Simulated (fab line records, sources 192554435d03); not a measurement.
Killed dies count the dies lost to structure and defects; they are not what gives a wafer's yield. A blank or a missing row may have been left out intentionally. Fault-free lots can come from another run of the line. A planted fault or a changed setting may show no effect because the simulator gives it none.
fab line records | flow n5_finfet
record: lots: 7 wafers: 21
route steps=1938 shown MIM_TOP_ETCH@1853 MIM_BOT_LITHO@1858 PASSIVATION@1915
start_h: start of the lot's first displayed wafer, in hours after the record's first day | wait_h: time in hours since the lot's previous step | " the same as in the row above | L1.1+2: several wafers, shown together as one row | - either no value or no given start | * or withheld: withheld | < > ~ a bound
route shown NAME@n: NAME is a module with steps in the file, n the number in the route of the first one | usual: mean/standard deviation of fault-free wafers | same: alike in all rows | chamber/n: place in a boat | sites: each site's reading | _std_site: their standard deviation | _edge_site: inner sites' mean taken away from outer sites' mean | radius_mm: for every site, how far away it sits from the centre of the wafer | mask NAME#n: copy n | behind: the most recent tool/chamber to have shaped the wafer | hold: cause of the lot's hold/its duration in hours/its outcome | device: the transistor (n, p or np) that didn't switch | end of line: the route-end tests of the same wafers | where a step has no rows: the recipe by itself | killed: dies lost to structure and defects at the first sort, not the wafer's yield | map: shows each die of a wafer: x if killed, . if not, _ if none is there
set.NAME: setting as actually run; set.NAME@STEP: the setting as run at that earlier step | model.NAME: the simulator's own value behind a step, which no gauge read
lots where settings were altered on purpose, with a table for each step and a row for each wafer
== steps ==
step: N5_MIM_TOP_ETCH_PECVD_03
recipe: material: SiNx target_thk_a: 200 temp_c: 400 precursor: SiH4/NH3/N2 pressure_torr: 1.5 rf_w: 300 time_s: 17.6
columns lot.wafer tool chamber start_h wait_h set.time_s model.SiNx_of_MIM_TOP_ETCH_PECVD_03.thk_nm
L075.3 pecvd-03 2 332.39 - 17.6 19.8
L075.5 " 2 " " 17.6 20.2
L075.6 " 0 " " 17.6 20
L074.1+3+5 pecvd-04 0,2,2 333.12 - 17.6 19.6
L076.2 pecvd-02 0 339.33 - 17.6 19.6
L076.4+6 " 2,0 " " 17.6 20.2
L077.1 pecvd-04 1 348.88 - 20.04 22.4
L077.2 " 2 " " 20.04 22
L077.5 " 2 " " 17.6 19.6
L084.3+5 pecvd-04 0,1 381.26 - 17.6 20
L084.4 " 1 " " 17.6 20.2
L086.1+3 pecvd-02 0,2 445.70 - 17.6 19.6
L086.5 " 2 " " 17.6 19.8
L096.4+5 pecvd-04 2,1 475.80 - 15.47 17.6
L096.6 " 0 " " 17.6 19.8
step: N5_MIM_BOT_LITHO_EXPOSE_05
recipe: mask_id: MIM_BOT na: 0.55 source_shape: conventional sigma_outer: 0.8 polarization: unpolarized dose_mj: 24.25
columns lot.wafer tool chamber start_h wait_h mask set.dose_mj
L075.3+5+6 krf_scanner-01 0 332.58 - MIM_BOT#0 24.25
L074.1+3+5 krf_scanner-01 0 333.30 - MIM_BOT#0 23.36
L076.2 krf_scanner-02 0 339.64 - MIM_BOT#0 24.25
L076.4+6 " 0 " " MIM_BOT#0 24.72
L077.1+5 krf_scanner-02 0 349.21 - MIM_BOT#0 25.76
L077.2 " 0 " " MIM_BOT#0 24.25
L084.3+5 krf_scanner-02 0 381.45 - MIM_BOT#0 24.85
L084.4 " 0 " " MIM_BOT#0 24.25
L086.1+3 krf_scanner-01 0 446.00 - MIM_BOT#0 22.85
L086.5 " 0 " " MIM_BOT#0 24.25
L096.4 krf_scanner-01 0 475.98 - MIM_BOT#0 23.3
L096.5+6 " 0 " " MIM_BOT#0 24.25
step: N5_MIM_BOT_LITHO_PEB_06
recipe: peb_temp_c: withheld peb_time_s: *
step: N5_MIM_BOT_LITHO_DEVELOP_07
recipe: develop_time_s: 60 rinse_liquid: diw dry: air_spin dev_temp_c: 21
step: N5_MIM_BOT_LITHO_HARDBAKE_09
recipe: temp_c: 130 time_s: 120
step: N5_MIM_BOT_LITHO_CD_MEAS_08
recipe: target_cd_nm: 3000 landing_energy_ev: 500 detector: se_inlens polarity: opening
usual: cd_nm: 2998.5/2
columns lot.wafer tool chamber start_h wait_h set.dose_mj@MIM_BOT_LITHO_EXPOSE_05 cd_nm
L075.3 cd_sem-02 0 332.75 - 24.25 2996.9
L075.5 " 0 " " 24.25 2995.9
L075.6 " 0 " " 24.25 2999.4
L074.1 cd_sem-01 0 333.48 - 23.36 2993.3
L074.3 " 0 " " 23.36 2993.0
L074.5 " 0 " " 23.36 2991.0
L076.2 cd_sem-01 0 339.82 - 24.25 2996.7
L076.4 " 0 " " 24.72 2999.0
L076.6 " 0 " " 24.72 3001.7
L077.1 cd_sem-01 0 349.38 - 25.76 3008.1
L077.2 " 0 " " 24.25 2998.7
L077.5 " 0 " " 25.76 3010.2
L084.3 cd_sem-01 0 381.62 - 24.85 3000.8
L084.4 " 0 " " 24.25 2998.4
L084.5 " 0 " " 24.85 3000.4
L086.1 cd_sem-02 0 446.18 - 22.85 2987.2
L086.3 " 0 " " 22.85 2990.3
L086.5 " 0 " " 24.25 3001.3
L096.4 cd_sem-03 0 476.14 - 23.3 2989.8
L096.5 " 0 " " 24.25 3001.1
L096.6 " 0 " " 24.25 2998.3
step: N5_PASSIVATION_PECVD_53
recipe: material: SiO2 target_thk_a: 8000 temp_c: 400 precursor: TEOS/O2 pressure_torr: 6.5 rf_w: withheld teos_flow_sccm: withheld gas: O2 flow_sccm: 2650 time_s: 169.4
columns lot.wafer tool chamber start_h wait_h set.time_s model.SiO2_of_PASSIVATION_PECVD_53.thk_nm
L075.3 pecvd-01 2 337.07 0.0 169.4 794.4
L075.5 " 2 " " 169.4 812.4
L075.6 " 1 " " 169.4 819.2
L074.1 pecvd-02 1 340.25 0.0 169.4 776.8
L074.3 " 2 " " 169.4 778.4
L074.5 " 2 " " 169.4 792.4
L076.2 pecvd-02 2 344.95 0.0 169.4 791
L076.4 " 2 " " 154.2 729
L076.6 " 0 " " 169.4 816.4
L077.1 pecvd-02 2 358.98 0.0 183 852.6
L077.2 " 0 " " 169.4 804.6
L077.5 " 0 " " 169.4 818.4
L084.3 pecvd-04 0 387.44 0.1 169.4 812.2
L084.4 " 1 " " 169.4 800.2
L084.5 " 1 " " 169.4 803.2
L086.1 pecvd-04 0 452.93 0.0 160.3 773.8
L086.3 " 1 " " 169.4 813.8
L086.5 " 2 " " 160.3 771
L096.4 pecvd-02 0 480.83 0.1 169.4 817.8
L096.5 " 2 " " 169.4 809.2
L096.6 " 1 " " 169.4 805.6
== key ==
split: step: N5_MIM_TOP_ETCH_PECVD_03 setting: time_s stated: 17.6 by: wafer
response: step: N5_MIM_TOP_ETCH_PECVD_03 reading: model.SiNx_of_MIM_TOP_ETCH_PECVD_03.thk_nm change: +0.185 per: 1% r: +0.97
split: step: N5_MIM_BOT_LITHO_EXPOSE_05 setting: dose_mj stated: 24.25 by: wafer
response: step: N5_MIM_BOT_LITHO_CD_MEAS_08 reading: cd_nm change: +1.94 per: 1% r: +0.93
split: step: N5_PASSIVATION_PECVD_53 setting: time_s stated: 169.4 by: wafer
response: step: N5_PASSIVATION_PECVD_53 reading: model.SiO2_of_PASSIVATION_PECVD_53.thk_nm change: +7.03 per: 1% r: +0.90
